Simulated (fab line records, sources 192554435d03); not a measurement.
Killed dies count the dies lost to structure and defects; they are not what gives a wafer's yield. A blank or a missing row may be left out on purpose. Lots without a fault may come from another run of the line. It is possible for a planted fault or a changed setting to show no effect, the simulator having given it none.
Split-lot experiment || flow n5 finfet || 21 wafers read from 7 lots, route of 1938 steps

THE SPLIT ITSELF
At N5_BEOL_M7_COAT_05 (resist thk 90 nm), the setting spin rpm was moved away from the recipe's 1500 rpm on 8 of the 21 wafers read, by -8.0% to +10.8%. All remaining wafers had this setting at the recipe value.

FROM THE SPLIT TO THE READING: what the file shows between them, 4 steps
- N5_BEOL_M7_EBR_07
- N5_BEOL_M7_SOFTBAKE_06: time 60 s
- N5_BEOL_M7_EXPOSE_08: exposes mask M7
- N5_BEOL_M7_PEB_09: peb time 60 s

THE READING
CAR-ArF_of_BEOL_M7_COAT_05.thk nm (the simulator's own value, which no gauge read), in nm, at N5_BEOL_M7_DEVELOP_10 (develop time 30 s). The file does not state a usual value for it. Here, 13 wafers ran the recipe; their average is 88.4 nm with a standard deviation of 0.13 nm.

{"wafer": "L078.1", "tool, chamber at the split": "litho track-02, 0", "spin rpm as run, rpm": 1500, "against the recipe": "recipe", "CAR-ArF_of_BEOL_M7_COAT_05.thk nm, nm": 88.4, "against lot-mates on the recipe": "-"}
{"wafer": "L078.2", "tool, chamber at the split": "litho track-02, 0", "spin rpm as run, rpm": 1500, "against the recipe": "recipe", "CAR-ArF_of_BEOL_M7_COAT_05.thk nm, nm": 88.4, "against lot-mates on the recipe": "-"}
{"wafer": "L078.3", "tool, chamber at the split": "litho track-02, 0", "spin rpm as run, rpm": 1500, "against the recipe": "recipe", "CAR-ArF_of_BEOL_M7_COAT_05.thk nm, nm": 88.2, "against lot-mates on the recipe": "-"}
{"wafer": "L081.1", "tool, chamber at the split": "litho track-01, 0", "spin rpm as run, rpm": 1500, "against the recipe": "recipe", "CAR-ArF_of_BEOL_M7_COAT_05.thk nm, nm": 88.4, "against lot-mates on the recipe": "-"}
{"wafer": "L081.4", "tool, chamber at the split": "litho track-01, 0", "spin rpm as run, rpm": 1500, "against the recipe": "recipe", "CAR-ArF_of_BEOL_M7_COAT_05.thk nm, nm": 88.4, "against lot-mates on the recipe": "-"}
{"wafer": "L081.5", "tool, chamber at the split": "litho track-01, 0", "spin rpm as run, rpm": 1500, "against the recipe": "recipe", "CAR-ArF_of_BEOL_M7_COAT_05.thk nm, nm": 88.4, "against lot-mates on the recipe": "-"}
{"wafer": "L083.3", "tool, chamber at the split": "litho track-05, 0", "spin rpm as run, rpm": 1500, "against the recipe": "recipe", "CAR-ArF_of_BEOL_M7_COAT_05.thk nm, nm": 88.4, "against lot-mates on the recipe": "-"}
{"wafer": "L083.4", "tool, chamber at the split": "litho track-05, 0", "spin rpm as run, rpm": 1500, "against the recipe": "recipe", "CAR-ArF_of_BEOL_M7_COAT_05.thk nm, nm": 88.4, "against lot-mates on the recipe": "-"}
{"wafer": "L083.6", "tool, chamber at the split": "litho track-05, 0", "spin rpm as run, rpm": 1500, "against the recipe": "recipe", "CAR-ArF_of_BEOL_M7_COAT_05.thk nm, nm": 88.2, "against lot-mates on the recipe": "-"}
{"wafer": "L082.1", "tool, chamber at the split": "litho track-02, 0", "spin rpm as run, rpm": 1500, "against the recipe": "recipe", "CAR-ArF_of_BEOL_M7_COAT_05.thk nm, nm": 88.6, "against lot-mates on the recipe": "-"}
{"wafer": "L082.2", "tool, chamber at the split": "litho track-02, 0", "spin rpm as run, rpm": 1568, "against the recipe": "+4.5%", "CAR-ArF_of_BEOL_M7_COAT_05.thk nm, nm": 86.6, "against lot-mates on the recipe": -2.0}
{"wafer": "L082.3", "tool, chamber at the split": "litho track-02, 0", "spin rpm as run, rpm": 1568, "against the recipe": "+4.5%", "CAR-ArF_of_BEOL_M7_COAT_05.thk nm, nm": 86.6, "against lot-mates on the recipe": -2.0}
{"wafer": "L090.1", "tool, chamber at the split": "litho track-01, 0", "spin rpm as run, rpm": 1500, "against the recipe": "recipe", "CAR-ArF_of_BEOL_M7_COAT_05.thk nm, nm": 88.2, "against lot-mates on the recipe": "-"}
{"wafer": "L090.3", "tool, chamber at the split": "litho track-01, 0", "spin rpm as run, rpm": 1648, "against the recipe": "+9.9%", "CAR-ArF_of_BEOL_M7_COAT_05.thk nm, nm": 84.4, "against lot-mates on the recipe": -3.8}
{"wafer": "L090.6", "tool, chamber at the split": "litho track-01, 0", "spin rpm as run, rpm": 1648, "against the recipe": "+9.9%", "CAR-ArF_of_BEOL_M7_COAT_05.thk nm, nm": 84.2, "against lot-mates on the recipe": -4.0}
{"wafer": "L093.1", "tool, chamber at the split": "litho track-02, 0", "spin rpm as run, rpm": 1662, "against the recipe": "+10.8%", "CAR-ArF_of_BEOL_M7_COAT_05.thk nm, nm": 84.6, "against lot-mates on the recipe": -4.0}
{"wafer": "L093.4", "tool, chamber at the split": "litho track-02, 0", "spin rpm as run, rpm": 1662, "against the recipe": "+10.8%", "CAR-ArF_of_BEOL_M7_COAT_05.thk nm, nm": 84.2, "against lot-mates on the recipe": -4.4}
{"wafer": "L093.6", "tool, chamber at the split": "litho track-02, 0", "spin rpm as run, rpm": 1500, "against the recipe": "recipe", "CAR-ArF_of_BEOL_M7_COAT_05.thk nm, nm": 88.6, "against lot-mates on the recipe": "-"}
{"wafer": "L095.2", "tool, chamber at the split": "litho track-02, 0", "spin rpm as run, rpm": 1500, "against the recipe": "recipe", "CAR-ArF_of_BEOL_M7_COAT_05.thk nm, nm": 88.2, "against lot-mates on the recipe": "-"}
{"wafer": "L095.3", "tool, chamber at the split": "litho track-02, 0", "spin rpm as run, rpm": 1380, "against the recipe": "-8.0%", "CAR-ArF_of_BEOL_M7_COAT_05.thk nm, nm": 92.4, "against lot-mates on the recipe": "+4.2"}
{"wafer": "L095.5", "tool, chamber at the split": "litho track-02, 0", "spin rpm as run, rpm": 1380, "against the recipe": "-8.0%", "CAR-ArF_of_BEOL_M7_COAT_05.thk nm, nm": 92, "against lot-mates on the recipe": "+3.8"}

THE FIT
A straight line over all 21 wafers: CAR-ArF_of_BEOL_M7_COAT_05.thk nm changes by -0.414 nm for each +1% of spin rpm; r = -0.99; the points scatter about the line by 0.25 nm.
The same after taking each lot's own level away (the mean of its wafers on the recipe; 21 wafers): -0.425 nm for each +1%; r = -0.99; scatter 0.25 nm.
Per that fit: largest spin rpm move, reading shift of 4.6 nm.
Measured against the standard deviation above, the lots' own levels, which go from 88.20 to 88.60 nm, span 3.0 times it.
Hence the lot-to-lot level has little effect on the slope; both slopes agree.
Check: for one of the wafers moved furthest among these (+10.8%), held out of the fit, the line's prediction against its lot-mates is -4.6 nm. It came out at -4 nm against them.

THESE WAFERS: OTHER SPLITS
These wafers also went through other splits before the reading. Each is held against what the fit with the lots' levels taken away leaves over:
{"other split on the same wafers": "N5_BEOL_M6_COAT_60 spin rpm", "wafers away from the commonest value": 9, "r with CAR-ArF_of_BEOL_M7_COAT_05.thk nm (lot level and that fit taken away)": -0.13}
{"other split on the same wafers": "N5_BEOL_M7_PECVD_70 temp c", "wafers away from the commonest value": 5, "r with CAR-ArF_of_BEOL_M7_COAT_05.thk nm (lot level and that fit taken away)": "+0.42"}

THE WHOLE CHAIN: every reading that the file lists as answering this split, in the file's order
{"step": "N5_BEOL_M7_COAT_05", "what it does": "resist thk 90 nm", "reading": "CAR-ArF_of_BEOL_M7_COAT_05.thk nm (the simulator's own value, which no gauge read)", "change (the file's fit)": "-0.433 nm for each +1% of the setting", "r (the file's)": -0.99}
{"step": "N5_BEOL_M7_DEVELOP_10", "what it does": "develop time 30 s", "reading": "CAR-ArF_of_BEOL_M7_COAT_05.thk nm (the simulator's own value, which no gauge read)", "change (the file's fit)": "-0.418 nm for each +1% of the setting", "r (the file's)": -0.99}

FILE'S OWN FIT
CAR-ArF_of_BEOL_M7_COAT_05.thk nm changes by -0.418 nm for each +1% of spin rpm, r = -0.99.
